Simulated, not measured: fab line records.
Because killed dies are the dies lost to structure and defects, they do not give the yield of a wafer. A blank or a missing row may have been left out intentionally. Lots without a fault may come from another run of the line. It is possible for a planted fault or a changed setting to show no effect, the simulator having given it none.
Lot-split experiment | flow n5_finfet | 39 wafers read from 7 lots, route of 1938 steps

== SPLIT DETAILS ==
At N5_BEOL_M9_DEP_56 (deposits SiCN from 3MS/NH3, target thk 15 nm, time 26.5 s), the setting time_s was moved away from the recipe's 26.5 s on 12 of the 39 wafers read, by -51.1% to +58.8%. All remaining wafers had this setting at the recipe value.

The reading comes from the split's own step.

== THE READING ==
SiCN_of_BEOL_M9_DEP_56.thk_nm (the simulator's own value, which no gauge read), in nm, at N5_BEOL_M9_DEP_56 (deposits SiCN from 3MS/NH3, target thk 15 nm, time 26.5 s). There is no usual value for it anywhere in the file. The 27 wafers here that ran the recipe average 15.0 nm, standard deviation 0.22 nm.

wafer  | tool, chamber at the split | time_s as run, s | against the recipe | SiCN_of_BEOL_M9_DEP_56.thk_nm, nm | against lot-mates on the recipe
L076.1 | pecvd-04, 0,2              | 26.5             | recipe             | 14.8                              | -
L076.3 | pecvd-04, 0,2              | 26.5             | recipe             | 14.8                              | -
L076.2 | pecvd-04, 2                | 31.22            | +17.8%             | 17.2                              | +2.3
L076.4 | pecvd-04, 0,2              | 31.22            | +17.8%             | 17.6                              | +2.7
L076.6 | pecvd-04, 0,2              | 31.22            | +17.8%             | 17.6                              | +2.7
L076.5 | pecvd-04, 0                | 26.5             | recipe             | 15                                | -
L078.1 | pecvd-03, 0                | 26.5             | recipe             | 14.8                              | -
L078.2 | pecvd-03, 1,0              | 21.68            | -18.2%             | 12.2                              | -2.6
L078.6 | pecvd-03, 1,0              | 21.68            | -18.2%             | 12.2                              | -2.6
L078.3 | pecvd-03, 2                | 26.5             | recipe             | 14.6                              | -
L078.4 | pecvd-03, 2                | 26.5             | recipe             | 15                                | -
L078.5 | pecvd-03, 1                | 21.68            | -18.2%             | 12.4                              | -2.4
L083.1 | pecvd-03, 1                | 26.5             | recipe             | 14.8                              | -
L083.2 | pecvd-03, 0                | 26.5             | recipe             | 15                                | -
L083.3 | pecvd-03, 2                | 12.95            | -51.1%             | 7                                 | -8.0
L083.4 | pecvd-03, 0                | 12.95            | -51.1%             | 7.6                               | -7.4
L083.5 | pecvd-03, 1                | 26.5             | recipe             | 15.2                              | -
L083.6 | pecvd-03, 2                | 12.95            | -51.1%             | 7.4                               | -7.6
L084.1 | pecvd-02, 0,2              | 42.08            | +58.8%             | 23.2                              | +8.5
L084.3 | pecvd-02, 0,2              | 42.08            | +58.8%             | 23.2                              | +8.5
L084.2 | pecvd-02, 1,2              | 26.5             | recipe             | 14.8                              | -
L084.6 | pecvd-02, 1,2              | 26.5             | recipe             | 14.8                              | -
L084.4 | pecvd-02, 1                | 42.08            | +58.8%             | 23.6                              | +8.9
L084.5 | pecvd-02, 0                | 26.5             | recipe             | 14.6                              | -
L093.1 | pecvd-04, 1                | 26.5             | recipe             | 14.8                              | -
L093.2 | pecvd-04, 2                | 26.5             | recipe             | 14.6                              | -
L093.3 | pecvd-04, 0,1,2            | 26.5             | recipe             | 15                                | -
L093.4 | pecvd-04, 0,1,2            | 26.5             | recipe             | 15                                | -
L093.5 | pecvd-04, 0,1,2            | 26.5             | recipe             | 15                                | -
L093.6 | pecvd-04, 0                | 26.5             | recipe             | 15.2                              | -
L094.1 | pecvd-02, 2                | 26.5             | recipe             | 14.8                              | -
L094.2 | pecvd-02, 0                | 26.5             | recipe             | 15                                | -
L094.3 | pecvd-02, 1,2,1,0          | 26.5             | recipe             | 15.2                              | -
L094.4 | pecvd-02, 1,2,1,0          | 26.5             | recipe             | 15.2                              | -
L094.5 | pecvd-02, 1,2,1,0          | 26.5             | recipe             | 15.2                              | -
L094.6 | pecvd-02, 1,2,1,0          | 26.5             | recipe             | 15.2                              | -
L096.3 | pecvd-03, 2                | 26.5             | recipe             | 15.2                              | -
L096.6 | pecvd-03, 2                | 26.5             | recipe             | 15.2                              | -
L096.5 | pecvd-03, 0                | 26.5             | recipe             | 15.4                              | -
The file does not say which wafer passed through which chamber wherever a row lists several chambers: such a row stands for several wafers.

THE FIT
A straight line over all 39 wafers: SiCN_of_BEOL_M9_DEP_56.thk_nm changes by +0.145 nm for each +1% of time_s; r = +1.00; the points scatter about the line by 0.23 nm.
The same after taking each lot's own level away (the mean of its wafers on the recipe; 39 wafers): +0.147 nm for each +1%; r = +1.00; scatter 0.18 nm.
The reading moves by 8.7 nm for the largest change in time_s, on that fit.
The lots' own levels span 14.73 to 15.27 nm, that is 2.5 times the standard deviation above.
Consequently the slope shifts little with the lot-to-lot level, the two slopes agreeing.
Check: with one of the wafers moved furthest among these (+58.8%) left out of the fit, the line predicts +8.7 nm for it against its lot-mates. It came out at +8.47 nm against them.

== FURTHER SPLITS ON THESE WAFERS ==
Before the reading, these wafers also passed through other splits. Each is held against what the fit with the lots' levels taken away leaves over:
other split on the same wafers    | wafers away from the commonest value | r with SiCN_of_BEOL_M9_DEP_56.thk_nm (lot level and that fit taken away)
N5_BEOL_M6_HM_DEP_02 target_thk_a | 15                                   | +0.07
N5_BEOL_M8_DESCUM_16 time_s       | 15                                   | +0.03

== FILE'S OWN FIT ==
SiCN_of_BEOL_M9_DEP_56.thk_nm changes by +0.147 nm for each +1% of time_s, r = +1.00.
